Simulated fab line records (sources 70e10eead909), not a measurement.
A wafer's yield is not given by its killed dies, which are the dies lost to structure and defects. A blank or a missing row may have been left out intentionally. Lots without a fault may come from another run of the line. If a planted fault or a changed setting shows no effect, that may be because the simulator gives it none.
fab line records | flow nandHarc
record: lots: 24 wafers: 72 lastDay: 33
route steps=1302 shown P_ZERO_WELL@16 P_STI@100 P_GATE@144
lots with no fault: from the same line, run without faults
startH: start of the lot's first displayed wafer, in hours after the record's first day | waitH: how many hours have passed since the lot's step before this one | " as in the row above | L1.1+2: a row that stands for several wafers | - no value present, or no start provided | * or withheld: withheld | < > ~ a bound
route shown NAME@n: NAME is a module with steps in the file, n the number in the route of the first one | usual: mean/standard deviation of fault-free wafers | same: alike in all rows | chamber/n: place in a boat | sites: readings site by site | _std_site: the standard deviation of these | _edge_site: outer sites' mean less inner sites' | radiusMm: how far each site lies from the wafer's centre | mask NAME#n: copy n | behind: tool/chamber where the wafer was last shaped | hold: reason for holding the lot/hours on hold/outcome of the hold | device: names the non-switching transistor (n, p or np) | end of line: the route-end tests of the same wafers | a step without rows: its recipe alone | killed: not the wafer's yield, but the dies lost to structure and defects at the first sort | map: the dies of a wafer, with x for killed, . for not killed, _ for no die there
set.NAME: the setting that was run; set.NAME@STEP: the one run at that earlier step | model.NAME: the simulator's own value behind a step, which no gauge read
the route's steps for a sample of lots (tables are steps, rows are wafers)
services: the hour from which a tool's chamber was out of use, counted from the record's first day as startH (under 0 if before that day), plus the number of hours and why
== steps ==
step: NHARC_P_ZERO_WELL_DESCUM_13
recipe: timeS: 3 o2FlowSccm: 200 arFlowSccm: 0 biasPowerW: 0 chemistry: O2
usual: drypumpMotorCurrentA: 6.0/0.38 oesProductAu: 1.000/0.011 rfVppV: 58.0/0.9 showerheadPlenumPTorr: 1.94/0.066 throttleValvePct: 11.311/0.0092
columns lot.wafer tool chamber startH waitH drypumpMotorCurrentA oesProductAu rfHoursCounterH rfVppV showerheadPlenumPTorr throttleValvePct
L074.4 rieDiel-03 0 21.41 - 6.0 1.007 26 56.6 1.93 11.314
L074.5 " 2 " " 6.1 1.012 - 58.7 2.07 11.306
L074.6 " 3 " " 6.2 0.994 - 57.7 2.03 11.313
L075.3 rieDiel-03 1 31.50 - 6.3 0.999 29 59.1 1.91 11.304
L075.4 " 2 " " 6.1 1.028 29 58.4 2.07 11.330
L075.6 " 1 " " 6.3 1.005 - 57.4 1.91 11.321
L076.2 rieDiel-07 2 41.42 - 5.6 1.008 24 56.6 1.83 11.307
L076.1 " 3 " " 5.8 1.020 32 58.7 2.03 11.305
L076.6 " 0 " " 5.1 0.999 - 57.2 1.93 11.294
L077.3 rieDiel-01 2 51.43 - 6.0 1.003 4 57.1 1.88 11.318
L077.5 " 0 " " 5.7 0.990 - 57.9 1.95 11.318
L077.6 " 1 " " 6.5 1.007 - 57.1 1.90 11.306
L078.3 rieDiel-03 1 61.41 - 6.3 1.005 38 56.1 1.91 11.305
L078.4 " 3 " " 6.2 1.012 41 56.9 2.03 11.314
L078.5 " 0 " " 6.1 1.000 - 57.1 1.92 11.295
L079.2 rieDiel-03 2 71.42 - 6.1 1.011 39 58.5 2.06 11.325
L079.4 " 0 " " 6.0 0.983 - 59.7 1.92 11.303
L079.5 " 2 " " 6.0 0.997 - 58.6 2.06 11.331
L080.3 rieDiel-03 3 81.41 - 6.2 0.984 44 58.4 2.03 11.313
L080.2 " 0 " " 6.1 0.985 42 58.3 1.92 11.321
L080.1 " 2 " " 6.0 1.008 41 58.5 2.06 11.309
L081.1 rieDiel-01 1 91.30 - 6.5 1.017 13 57.9 1.90 11.307
L081.3 " 0 " " 5.7 0.989 13 59.2 1.95 11.319
L081.5 " 1 " " 6.5 1.014 - 58.8 1.90 11.327
L082.3 rieDiel-01 0 101.40 - 5.7 0.983 18 59.1 1.95 11.317
L082.4 " 1 " " 6.5 1.002 17 57.2 1.89 11.306
L082.5 " 0 " " 5.6 0.981 - 57.0 1.95 11.329
L083.4 rieDiel-07 0 111.41 - 5.1 0.991 61 57.7 1.92 11.321
L083.3 " 2 " " 5.7 0.999 46 59.1 1.83 11.318
L083.6 " 3 " " 5.8 1.007 - 58.5 2.02 11.313
L084.2 rieDiel-03 1 121.30 - 6.3 0.984 4 57.1 1.90 11.319
L084.4 " 3 " " 6.2 0.991 3 58.0 2.02 11.312
L084.6 " 1 " " 6.3 0.989 - 57.2 1.90 11.305
L085.2 rieDiel-01 2 131.33 - 6.0 1.014 31 57.2 1.87 11.312
L085.6 " 2 " " 6.0 1.014 - 57.5 1.87 11.304
L085.5 " 3 " " 6.4 1.008 - 59.1 1.95 11.322
L086.4 rieDiel-07 0 141.29 - 5.1 0.977 7 57.5 1.92 11.298
L086.2 " 1 " " 6.0 0.985 5 58.4 1.93 11.313
L086.1 " 2 " " 5.6 0.996 4 56.2 1.83 11.307
L087.3 rieDiel-07 0 151.40 - 5.1 0.982 10 58.5 1.92 11.322
L087.6 " 3 " " 5.9 1.003 - 57.3 2.01 11.316
L087.5 " 0 " " 5.1 0.982 - 58.3 1.92 11.312
L088.3 rieDiel-01 0 161.28 - 5.7 0.989 37 58.7 1.94 11.322
L088.4 " 2 " " 6.0 1.012 39 57.4 1.87 11.310
L088.5 " 1 " " 6.5 1.020 - 55.9 1.89 11.308
L089.3 rieDiel-03 3 171.44 - 6.2 0.996 15 58.0 2.02 11.311
L089.1 " 1 " " 6.3 0.976 21 58.2 1.90 11.307
L089.5 " 2 " " 6.0 1.019 - 58.5 2.05 11.316
L090.3 rieDiel-07 2 181.28 - 5.6 1.001 20 57.5 1.82 11.324
L090.4 " 1 " " 6.0 0.986 - 57.9 1.92 11.294
L090.6 " 0 " " 5.1 0.979 - 57.7 1.92 11.295
L091.1 rieDiel-01 3 191.28 - 6.5 1.001 48 58.8 1.94 11.309
L091.2 " 0 " " 5.7 0.995 47 58.5 1.94 11.294
L091.4 " 3 " " 6.5 1.008 - 58.7 1.94 11.317
L092.3 rieDiel-01 1 201.40 - 6.5 1.005 53 58.3 1.88 11.297
L092.1 " 0 " " 5.7 0.989 50 57.0 1.93 11.311
L092.5 " 0 " " 5.6 0.988 - 57.5 1.93 11.308
L093.4 rieDiel-07 1 211.54 - 6.0 0.987 27 57.3 1.92 11.299
L093.5 " 1 " " 6.0 0.993 - 59.2 1.92 11.320
L093.6 " 2 " " 5.6 1.013 - 59.1 1.82 11.316
L094.1 rieDiel-01 1 221.28 - 6.5 1.011 3 58.7 1.88 11.304
L094.2 " 2 " " 6.0 1.006 2 57.0 1.87 11.311
L094.3 " 3 " " 6.4 1.002 2 59.4 1.94 11.307
L095.4 rieDiel-07 0 231.39 - 5.1 0.983 44 59.5 1.91 11.308
L095.1 " 1 " " 6.0 0.982 37 58.4 1.92 11.301
L095.6 " 0 " " 5.1 1.002 - 57.4 1.91 11.300
L096.2 rieDiel-07 3 241.42 - 5.8 0.993 42 57.5 2.00 11.302
L096.5 " 2 " " 5.7 1.005 - 58.1 1.81 11.297
L096.6 " 3 " " 5.8 0.999 - 57.9 2.00 11.309
L097.3 rieDiel-03 3 251.48 - 6.2 0.987 40 60.1 2.01 11.310
L097.2 " 0 " " 6.1 1.016 39 57.9 1.91 11.318
L097.5 " 1 " " 6.3 0.982 - 57.6 1.89 11.315
step: NHARC_P_ZERO_WELL_ETCH_62
recipe: targetDepthA: 130 timeS: 6.5 chf3FlowSccm: 50 arFlowSccm: 200 rfW: 500 biasW: 200 chemistry: CHF3/Ar
usual: chf3FlowSccm: 49.99/0.15 drypumpMotorCurrentA: 6.0/0.38 oesProductAu: 0.958/0.017 rfVppV: 371.0/1.7 showerheadPlenumPTorr: 2.37/0.073 throttleValvePct: 20.217/0.0091
columns lot.wafer tool chamber startH waitH chf3FlowSccm drypumpMotorCurrentA oesProductAu rfHoursCounterH rfVppV showerheadPlenumPTorr throttleValvePct
L074.4 rieDiel-03 3 - - 49.90 6.2 0.945 26 373.7 2.48 20.228
L074.6 " 1 " " 49.87 6.3 0.990 - 370.6 2.34 20.238
L074.5 " 2 " " 50.03 6.0 0.972 - 373.7 2.53 20.204
L075.4 rieDiel-03 0 - - 49.96 6.1 0.937 29 370.3 2.36 20.211
L075.3 " 1 " " 50.21 6.3 0.934 29 370.1 2.34 20.206
L075.6 " 0 " " 49.86 6.1 0.940 - 371.9 2.36 20.204
L076.1 rieDiel-07 0 - - 50.17 5.1 0.969 33 371.6 2.37 20.206
L076.2 " 2 " " 49.98 5.6 0.978 24 368.3 2.25 20.225
L076.6 " 0 " " 49.75 5.1 0.969 - 370.3 2.37 20.224
L077.3 rieDiel-01 3 - - 49.95 6.5 0.947 4 370.6 2.39 20.217
L077.6 " 1 " " 50.10 6.5 0.955 - 370.4 2.33 20.210
L077.5 " 2 " " 50.30 6.0 0.976 - 369.0 2.30 20.217
L078.3 rieDiel-03 1 - - 49.93 6.3 0.963 38 370.9 2.34 20.214
L078.4 " 2 " " 49.80 6.0 0.980 38 372.6 2.52 20.203
L078.5 " 1 " " 49.96 6.3 0.965 - 368.1 2.34 20.217
L079.2 rieDiel-03 2 - - 49.97 6.1 0.964 39 375.1 2.52 20.221
L079.4 " 3 " " 50.00 6.1 0.968 - 373.9 2.48 20.223
L079.5 " 2 " " 49.99 6.1 0.970 - 374.6 2.52 20.208
L080.1 rieDiel-03 0 - - 50.10 6.1 0.957 42 370.8 2.35 20.222
L080.2 " 2 " " 49.72 6.0 0.974 41 373.6 2.52 20.225
L080.3 " 3 " " 50.06 6.2 0.949 44 372.5 2.48 20.225
L081.3 rieDiel-01 2 - - 49.79 6.0 0.964 13 369.9 2.30 20.214
L081.1 " 0 " " 50.04 5.6 0.972 13 372.1 2.38 20.230
L081.5 " 3 " " 49.91 6.5 0.970 - 370.8 2.39 20.224
L082.3 rieDiel-01 0 - - 50.03 5.7 0.932 18 371.9 2.38 20.211
L082.4 " 2 " " 49.94 6.0 0.953 19 370.1 2.30 20.223
L082.5 " 0 " " 50.27 5.6 0.936 - 372.1 2.38 20.232
L083.3 rieDiel-07 1 - - 49.92 6.0 0.971 41 371.3 2.36 20.210
L083.4 " 2 " " 49.95 5.7 0.971 46 368.7 2.24 20.210
L083.6 " 1 " " 50.05 6.0 0.979 - 369.8 2.36 20.213
L084.4 rieDiel-03 1 - - 49.94 6.3 0.949 4 370.1 2.33 20.200
L084.2 " 3 " " 50.08 6.2 0.976 3 373.9 2.47 20.201
L084.6 " 0 " " 49.84 6.1 0.987 - 371.5 2.35 20.217
L085.2 rieDiel-01 1 - - 49.95 6.5 0.990 29 370.9 2.32 20.212
L085.5 " 2 " " 50.20 6.0 0.967 - 368.4 2.29 20.222
L085.6 " 3 " " 49.94 6.5 0.969 - 371.3 2.38 20.208
L086.4 rieDiel-07 2 - - 49.80 5.6 0.955 4 368.7 2.24 20.207
L086.1 " 3 " " 49.87 5.9 0.941 6 374.3 2.46 20.223
L086.2 " 0 " " 50.29 5.1 0.936 7 371.5 2.35 20.217
L087.3 rieDiel-07 0 - - 49.91 5.1 0.912 10 370.4 2.35 20.206
L087.5 " 2 " " 50.08 5.6 0.935 - 368.8 2.24 20.225
L087.6 " 3 " " 49.99 5.8 0.941 - 373.6 2.46 20.194
L088.4 rieDiel-01 2 - - 50.23 6.0 0.979 39 370.0 2.29 20.221
L088.3 " 1 " " 50.09 6.5 0.967 38 371.4 2.31 20.214
L088.5 " 3 " " 50.13 6.5 0.973 - 370.9 2.38 20.215
L089.1 rieDiel-03 1 - - 49.73 6.3 0.933 21 370.0 2.33 20.216
L089.3 " 3 " " 50.27 6.2 0.957 15 373.7 2.47 20.233
L089.5 " 0 " " 49.86 6.1 0.951 - 371.6 2.34 20.215
L090.3 rieDiel-07 1 - - 50.08 6.0 0.947 21 370.7 2.35 20.224
L090.4 " 1 " " 49.92 6.0 0.955 - 372.2 2.35 20.219
L090.6 " 2 " " 50.09 5.7 0.964 - 368.0 2.23 20.207
L091.1 rieDiel-01 3 - - 50.05 6.5 0.941 48 372.6 2.38 20.226
L091.2 " 1 " " 49.99 6.4 0.950 50 370.1 2.31 20.223
L091.4 " 1 " " 50.15 6.4 0.949 - 370.4 2.31 20.211
L092.1 rieDiel-01 0 - - 50.08 5.7 0.941 51 370.1 2.37 20.201
L092.3 " 3 " " 49.81 6.5 0.942 51 370.7 2.37 20.206
L092.5 " 3 " " 49.89 6.5 0.941 - 370.7 2.37 20.233
L093.4 rieDiel-07 2 - - 50.03 5.7 0.930 29 368.6 2.23 20.213
L093.5 " 3 " " 50.10 5.9 0.931 - 372.6 2.45 20.213
L093.6 " 0 " " 49.86 5.1 0.929 - 371.9 2.34 20.217
L094.2 rieDiel-01 2 - - 50.03 6.0 0.980 3 369.1 2.29 20.214
L094.3 " 0 " " 49.97 5.7 0.954 3 371.3 2.37 20.223
L094.1 " 1 " " 49.88 6.5 0.955 3 369.3 2.31 20.210
L095.1 rieDiel-07 1 - - 50.04 6.1 0.962 37 370.9 2.35 20.219
L095.4 " 3 " " 49.84 5.8 0.960 38 372.9 2.45 20.206
L095.6 " 1 " " 49.85 6.0 0.967 - 369.5 2.35 20.212
L096.2 rieDiel-07 3 - - 49.93 5.8 0.954 42 372.4 2.45 20.211
L096.6 " 0 " " 50.03 5.1 0.968 - 371.7 2.34 20.214
L096.5 " 1 " " 50.14 6.0 0.952 - 370.3 2.34 20.236
L097.3 rieDiel-03 3 - - 50.06 6.2 0.960 40 374.0 2.46 20.222
L097.2 " 0 " " 50.06 6.1 0.970 39 369.7 2.34 20.216
L097.5 " 0 " " 50.12 6.1 0.990 - 371.2 2.34 20.236
step: NHARC_P_ZERO_WELL_CD_MEAS_37
recipe: targetCdNm: 720 landingEnergyEv: 500
usual: cdNm: 720.5/1.6
columns lot.wafer tool chamber startH waitH cdNm
L074.4 cdSem-01 0 24.22 - 724.5
L074.5 " 0 " " 723.2
L074.6 " 0 " " 720.4
L075.3 cdSem-01 0 34.25 - 722.5
L075.4 " 0 " " 718.8
L075.6 " 0 " " 719.9
L076.1 cdSem-02 0 44.18 - 718.0
L076.2 " 0 " " 720.1
L076.6 " 0 " " 717.5
L077.3 cdSem-02 0 54.15 - 720.3
L077.5 " 0 " " 717.7
L077.6 " 0 " " 721.4
L078.3 cdSem-03 0 64.02 - 720.1
L078.4 " 0 " " 721.8
L078.5 " 0 " " 719.0
L079.2 cdSem-01 0 74.02 - 719.9
L079.4 " 0 " " 721.0
L079.5 " 0 " " 720.4
L080.1 cdSem-02 0 84.11 - 720.1
L080.2 " 0 " " 722.4
L080.3 " 0 " " 721.9
L081.1 cdSem-02 0 94.03 - 719.5
L081.3 " 0 " " 719.0
L081.5 " 0 " " 721.1
L082.3 cdSem-03 0 104.14 - 719.5
L082.4 " 0 " " 720.5
L082.5 " 0 " " 720.8
L083.3 cdSem-03 0 114.12 - 718.5
L083.4 " 0 " " 722.0
L083.6 " 0 " " 718.5
L084.2 cdSem-02 0 123.87 - 717.2
L084.4 " 0 " " 719.4
L084.6 " 0 " " 718.1
L085.2 cdSem-02 0 134.04 - 719.0
L085.5 " 0 " " 718.8
L085.6 " 0 " " 717.8
L086.1 cdSem-02 0 144.03 - 724.3
L086.2 " 0 " " 719.2
L086.4 " 0 " " 719.6
L087.3 cdSem-03 0 154.12 - 719.8
L087.5 " 0 " " 723.0
L087.6 " 0 " " 719.5
L088.3 cdSem-02 0 164.14 - 722.9
L088.4 " 0 " " 721.6
L088.5 " 0 " " 722.4
L089.1 cdSem-01 0 174.28 - 721.8
L089.3 " 0 " " 720.2
L089.5 " 0 " " 723.0
L090.3 cdSem-02 0 184.19 - 719.1
L090.4 " 0 " " 719.3
L090.6 " 0 " " 719.0
L091.1 cdSem-03 0 194.39 - 719.8
L091.2 " 0 " " 720.1
L091.4 " 0 " " 719.2
L092.1 cdSem-01 0 204.42 - 723.1
L092.3 " 0 " " 722.8
L092.5 " 0 " " 719.4
L093.4 cdSem-02 0 217.64 - 719.1
L093.5 " 0 " " 720.1
L093.6 " 0 " " 718.5
L094.1 cdSem-01 0 223.98 - 722.7
L094.2 " 0 " " 721.9
L094.3 " 0 " " 719.3
L095.1 cdSem-02 0 238.27 - 719.7
L095.4 " 0 " " 719.8
L095.6 " 0 " " 720.7
L096.2 cdSem-02 0 244.36 - 721.0
L096.5 " 0 " " 718.5
L096.6 " 0 " " 722.3
L097.2 cdSem-02 0 254.04 - 720.5
L097.3 " 0 " " 722.1
L097.5 " 0 " " 723.4
step: NHARC_P_ZERO_WELL_CD_MEAS_52
recipe: targetCdNm: 2000 landingEnergyEv: 500
usual: cdNm: 1999.9/1.6
columns lot.wafer tool chamber startH waitH cdNm
L074.4 cdSem-01 0 25.88 - 1999.3
L074.5 " 0 " " 1999.2
L074.6 " 0 " " 1997.4
L075.3 cdSem-01 0 35.87 - 2000.0
L075.4 " 0 " " 1998.6
L075.6 " 0 " " 1997.2
L076.1 cdSem-02 0 45.85 - 1996.0
L076.2 " 0 " " 1998.3
L076.6 " 0 " " 1998.8
L077.3 cdSem-01 0 55.78 - 2000.6
L077.5 " 0 " " 2003.0
L077.6 " 0 " " 2002.8
L078.3 cdSem-01 0 65.70 - 1998.7
L078.4 " 0 " " 1998.4
L078.5 " 0 " " 1998.1
L079.2 cdSem-03 0 75.68 - 1999.0
L079.4 " 0 " " 2002.3
L079.5 " 0 " " 2000.2
L080.1 cdSem-01 0 85.63 - 2002.8
L080.2 " 0 " " 2002.2
L080.3 " 0 " " 2000.9
L081.1 cdSem-01 0 95.67 - 2000.8
L081.3 " 0 " " 1998.0
L081.5 " 0 " " 2000.6
L082.3 cdSem-01 0 105.78 - 2000.9
L082.4 " 0 " " 2001.0
L082.5 " 0 " " 1999.5
L083.3 cdSem-01 0 115.63 - 1999.0
L083.4 " 0 " " 1997.8
L083.6 " 0 " " 2000.5
L084.2 cdSem-02 0 125.39 - 2002.1
L084.4 " 0 " " 2001.7
L084.6 " 0 " " 2000.8
L085.2 cdSem-02 0 135.67 - 2001.3
L085.5 " 0 " " 2001.5
L085.6 " 0 " " 2000.1
L086.1 cdSem-03 0 145.66 - 2001.4
L086.2 " 0 " " 1999.0
L086.4 " 0 " " 1999.2
L087.3 cdSem-02 0 155.77 - 2000.9
L087.5 " 0 " " 1998.7
L087.6 " 0 " " 1999.1
L088.3 cdSem-01 0 165.78 - 1999.8
L088.4 " 0 " " 1998.4
L088.5 " 0 " " 1998.4
L089.1 cdSem-02 0 175.79 - 2001.4
L089.3 " 0 " " 2001.2
L089.5 " 0 " " 2001.5
L090.3 cdSem-01 0 185.77 - 2002.5
L090.4 " 0 " " 1999.6
L090.6 " 0 " " 2001.4
L091.1 cdSem-02 0 196.05 - 1999.8
L091.2 " 0 " " 1998.2
L091.4 " 0 " " 1996.2
L092.1 cdSem-02 0 206.05 - 2000.5
L092.3 " 0 " " 2001.7
L092.5 " 0 " " 2001.1
L093.4 cdSem-01 0 219.28 - 2000.5
L093.5 " 0 " " 1999.4
L093.6 " 0 " " 1999.6
L094.1 cdSem-02 0 225.79 - 1999.9
L094.2 " 0 " " 1999.4
L094.3 " 0 " " 1996.2
L095.1 cdSem-03 0 239.91 - 1998.8
L095.4 " 0 " " 1998.8
L095.6 " 0 " " 1999.2
L096.2 cdSem-01 0 245.87 - 1999.9
L096.5 " 0 " " 2000.1
L096.6 " 0 " " 1998.7
L097.2 cdSem-02 0 255.68 - 2001.5
L097.3 " 0 " " 2000.9
L097.5 " 0 " " 2002.6
step: NHARC_P_STI_CMP_21
recipe: tOverpolishS: 20 targetThkNm: 380.67
usual: motorCurrentA: 12.3/1.2 overpolishRunS: 20.001/0.0087
columns lot.wafer tool chamber startH waitH motorCurrentA overpolishRunS
L074.4 cmp-04 1 65.35 0.4 10.9 19.988
L074.6 " 2 " " 14.0 20.003
L074.5 " 3 " " 12.0 20.005
L075.3 cmp-04 0 74.15 0.4 13.5 20.006
L075.4 " 1 " " 11.4 20.008
L075.6 " 3 " " 11.6 20.004
L076.1 cmp-04 0 84.57 0.4 13.5 20.002
L076.2 " 2 " " 14.1 19.996
L076.6 " 3 " " 12.1 20.011
L077.3 cmp-01 2 92.94 0.4 12.4 20.012
L077.6 " 0 " " 12.1 20.011
L077.5 " 1 " " 11.0 19.993
L078.4 cmp-04 3 108.18 0.4 11.7 20.004
L078.3 " 0 " " 13.2 19.986
L078.5 " 2 " " 13.0 20.003
L079.2 cmp-01 3 113.15 0.4 13.0 19.992
L079.4 " 0 " " 12.4 19.994
L079.5 " 3 " " 13.6 20.010
L080.1 cmp-02 0 121.09 0.4 11.4 20.006
L080.3 " 2 " " 13.6 19.991
L080.2 " 3 " " 10.3 19.997
L081.1 cmp-02 2 131.33 0.4 13.7 20.007
L081.3 " 0 " " 10.9 19.997
L081.5 " 3 " " 10.7 20.002
L082.4 cmp-04 1 141.57 0.4 10.8 19.994
L082.3 " 3 " " 11.8 20.008
L082.5 " 1 " " 10.2 20.002
L083.3 cmp-02 1 154.07 0.4 13.2 20.001
L083.4 " 2 " " 13.8 19.998
L083.6 " 1 " " 13.1 20.010
L084.2 cmp-02 1 162.50 0.4 13.0 19.996
L084.4 " 2 " " 14.0 19.999
L084.6 " 0 " " 11.7 19.986
L085.2 cmp-01 2 170.22 0.4 12.0 20.012
L085.5 " 3 " " 13.7 19.988
L085.6 " 0 " " 12.7 19.997
L086.2 cmp-02 1 183.86 0.4 12.9 19.999
L086.1 " 2 " " 13.9 20.003
L086.4 " 3 " " 10.2 19.978
L087.3 cmp-02 0 190.32 0.4 11.6 19.994
L087.5 " 3 " " 10.8 20.000
L087.6 " 0 " " 11.3 19.993
L089.1 cmp-02 1 211.34 0.4 13.3 19.997
L089.3 " 2 " " 13.7 20.011
L089.5 " 2 " " 14.0 20.011
L088.3 cmp-01 2 211.37 0.4 12.6 20.000
L088.4 " 3 " " 12.5 19.976
L088.5 " 2 " " 12.7 20.001
L090.4 cmp-04 0 220.46 0.4 13.5 19.990
L090.3 " 3 " " 11.8 20.011
L090.6 " 1 " " 11.0 19.990
L091.4 cmp-04 2 232.83 0.4 14.1 19.993
L091.2 " 3 " " 11.3 19.998
L091.1 " 1 " " 10.9 20.014
L092.3 cmp-04 1 242.81 0.4 10.8 20.010
L092.1 " 0 " " 13.5 19.975
L092.5 " 2 " " 13.9 19.985
L093.4 cmp-01 3 254.40 0.4 13.8 19.988
L093.5 " 0 " " 11.9 20.009
L093.6 " 1 " " 11.1 20.010
L094.2 cmp-01 1 260.73 0.4 10.9 20.012
L094.1 " 2 " " 11.8 20.006
L094.3 " 0 " " 11.4 20.004
L095.1 cmp-01 0 275.18 0.4 12.1 20.000
L095.4 " 1 " " 11.3 19.991
L095.6 " 1 " " 10.7 20.001
L096.2 cmp-04 2 283.14 0.4 13.7 20.006
L096.6 " 3 " " 12.1 20.002
L096.5 " 0 " " 13.4 20.001
L097.3 cmp-02 1 291.04 0.4 12.5 20.002
L097.2 " 3 " " 10.6 20.005
L097.5 " 1 " " 12.9 19.997
step: NHARC_P_GATE_DESCUM_31
recipe: timeS: 3 o2FlowSccm: 200 arFlowSccm: 0 biasPowerW: 0 chemistry: O2
usual: drypumpMotorCurrentA: 5.6/0.43 oesProductAu: 0.996/0.01 rfVppV: 57.8/0.9 showerheadPlenumPTorr: 1.92/0.072 throttleValvePct: 11.312/0.01
columns lot.wafer tool chamber startH waitH drypumpMotorCurrentA oesProductAu rfHoursCounterH rfVppV showerheadPlenumPTorr throttleValvePct
L074.4 rieDiel-09 2 97.56 0.1 4.8 0.997 5.4 58.2 1.89 11.313
L074.5 " 3 " " 5.1 1.001 - 57.3 1.83 11.298
L074.6 " 0 " " 5.7 1.005 - 56.8 1.86 11.312
L075.3 rieDiel-02 3 104.81 0.1 5.1 0.990 3.2 57.7 2.00 11.313
L075.4 " 0 " " 5.5 1.014 2.6 59.9 2.03 11.305
L075.6 " 3 " " 5.2 0.987 - 57.5 2.00 11.305
L076.1 rieDiel-04 2 121.66 0.1 5.7 0.988 8.0 56.6 1.80 11.314
L076.2 " 0 " " 5.8 1.008 8.5 55.8 1.92 11.314
L076.6 " 1 " " 6.2 0.996 - 58.4 1.86 11.306
L077.3 rieDiel-02 3 125.89 0.1 5.1 0.987 4.6 57.0 2.00 11.309
L077.5 " 0 " " 5.5 0.993 - 58.3 2.03 11.307
L077.6 " 1 " " 6.4 0.988 - 58.3 1.89 11.305
L078.3 rieDiel-02 1 142.38 0.1 6.3 0.987 4.5 57.7 1.89 11.297
L078.4 " 3 " " 5.2 0.988 4.9 59.1 2.00 11.303
L078.5 " 1 " " 6.3 0.995 - 57.5 1.89 11.288
L079.2 rieDiel-09 1 142.53 0.1 5.8 0.989 8.7 58.4 2.03 11.313
L079.4 " 2 " " 4.7 0.989 7.7 58.2 1.89 11.314
L079.5 " 1 " " 5.8 0.998 - 59.7 2.03 11.311
L080.1 rieDiel-09 3 152.83 0.1 5.1 0.996 0 56.0 1.83 11.317
L080.3 " 0 " " 5.8 0.995 0 56.9 1.86 11.313
L080.2 " 2 " " 4.7 0.992 0 57.9 1.89 11.303
L081.3 rieDiel-02 1 163.32 0.1 6.3 0.989 5.8 58.2 1.89 11.319
L081.1 " 3 " " 5.2 0.985 5.8 58.4 2.00 11.313
L081.5 " 1 " " 6.3 0.985 - 58.1 1.89 11.295
L082.4 rieDiel-09 3 177.20 0.1 5.1 0.997 0.8 56.7 1.83 11.300
L082.3 " 0 " " 5.8 0.982 0.8 57.6 1.85 11.317
L082.5 " 2 " " 4.8 0.989 - 55.8 1.89 11.302
L083.4 rieDiel-02 2 191.51 0.1 5.4 0.994 7.3 58.6 1.97 11.324
L083.3 " 3 " " 5.1 0.978 7.8 57.9 2.00 11.311
L083.6 " 1 " " 6.4 0.995 - 57.8 1.89 11.320
L084.4 rieDiel-04 2 196.62 0.1 5.7 0.994 0.4 56.6 1.80 11.302
L084.2 " 3 " " 5.4 1.002 0.3 57.3 1.94 11.304
L084.6 " 2 " " 5.7 0.990 - 56.7 1.80 11.335
L085.2 rieDiel-02 3 203.01 0.1 5.2 0.974 8.0 57.3 2.00 11.297
L085.5 " 0 " " 5.5 1.001 - 57.8 2.03 11.328
L085.6 " 1 " " 6.4 1.009 - 58.7 1.89 11.302
L086.2 rieDiel-02 2 214.74 0.1 5.4 0.997 7.8 58.0 1.97 11.310
L086.4 " 3 " " 5.2 0.985 8.2 58.8 2.00 11.319
L086.1 " 0 " " 5.5 0.990 8.0 58.2 2.03 11.302
L087.3 rieDiel-04 0 222.39 0.1 5.8 1.012 2.4 57.9 1.92 11.316
L087.6 " 2 " " 5.7 0.991 - 57.2 1.80 11.306
L087.5 " 3 " " 5.4 1.014 - 58.1 1.94 11.319
L088.3 rieDiel-04 1 245.48 0.1 6.2 0.992 5.0 57.7 1.86 11.342
L088.4 " 0 " " 5.8 1.019 4.2 57.3 1.92 11.304
L088.5 " 2 " " 5.7 0.985 - 56.7 1.80 11.305
L089.1 rieDiel-09 1 246.00 0.1 5.8 0.986 5.0 58.1 2.02 11.338
L089.3 " 2 " " 4.8 1.001 4.4 58.4 1.89 11.310
L089.5 " 1 " " 5.8 0.996 - 59.8 2.02 11.334
L090.3 rieDiel-02 2 254.13 0.1 5.4 0.985 2.1 57.5 1.97 11.332
L090.4 " 0 " " 5.5 0.991 2.6 59.4 2.02 11.299
L090.6 " 3 " " 5.2 0.991 - 58.6 2.00 11.317
L091.4 rieDiel-04 3 263.75 0.1 5.4 1.018 4.3 58.3 1.94 11.311
L091.2 " 0 " " 5.8 1.004 5.0 59.1 1.92 11.323
L091.1 " 1 " " 6.2 0.991 5.7 56.5 1.86 11.311
L092.1 rieDiel-04 3 273.77 0.1 5.3 1.013 4.5 58.0 1.94 11.324
L092.3 " 0 " " 5.8 1.003 5.2 57.2 1.92 11.295
L092.5 " 3 " " 5.3 1.007 - 58.2 1.94 11.309
L093.4 rieDiel-02 2 292.95 0.1 5.5 0.977 3.1 57.6 1.97 11.308
L093.5 " 0 " " 5.5 0.998 - 58.6 2.02 11.312
L093.6 " 1 " " 6.3 1.001 - 56.4 1.89 11.321
L094.1 rieDiel-04 1 295.28 0.1 6.2 0.983 7.2 58.4 1.86 11.325
L094.2 " 2 " " 5.8 0.992 6.8 56.4 1.80 11.310
L094.3 " 3 " " 5.4 1.007 6.3 59.2 1.94 11.295
L095.1 rieDiel-09 1 311.37 0.1 5.8 0.987 8.4 58.2 2.02 11.300
L095.4 " 2 " " 4.8 0.999 7.9 57.2 1.89 11.306
L095.6 " 3 " " 5.1 0.994 - 58.0 1.83 11.318
L096.2 rieDiel-04 3 319.47 0.1 5.4 1.015 6.6 59.1 1.94 11.316
L096.6 " 0 " " 5.8 1.008 - 58.0 1.92 11.319
L096.5 " 1 " " 6.2 0.996 - 55.5 1.86 11.316
L097.2 rieDiel-02 1 323.02 0.1 6.4 0.995 5.3 57.4 1.89 11.319
L097.3 " 2 " " 5.4 0.985 4.3 59.5 1.97 11.295
L097.5 " 2 " " 5.4 0.980 - 58.8 1.97 11.305
== services ==
columns tool chamber startH hours kind
rieDiel-03 1 3.53 13.3 repair
rieDiel-07 3 13.86 7.0 repair
rieDiel-07 - 23.63 0.4 repair
rieDiel-01 0 26.32 5.4 repair
rieDiel-01 - 29.83 9.0 pm
rieDiel-07 3 32.89 1.9 repair
rieDiel-03 1 49.40 4.5 repair
rieDiel-01 - 59.48 0.2 repair
rieDiel-07 2 65.83 17.5 repair
rieDiel-03 0 66.51 2.2 repair
rieDiel-03 1 68.50 9.6 repair
rieDiel-07 0 111.86 6.3 repair
rieDiel-07 - 117.21 9.0 pm
rieDiel-03 2 138.41 1.8 repair
rieDiel-01 2 170.04 42.2 repair
rieDiel-07 3 180.55 4.5 repair
rieDiel-07 1 202.92 5.3 repair
rieDiel-01 - 206.83 9.0 pm
rieDiel-07 1 219.13 6.4 repair
rieDiel-03 0 225.56 13.9 repair
rieDiel-07 2 254.01 10.2 repair
rieDiel-01 1 258.76 4.2 repair
rieDiel-01 1 266.35 4.0 repair
rieDiel-03 - 281.38 9.0 pm
== key ==
fault none
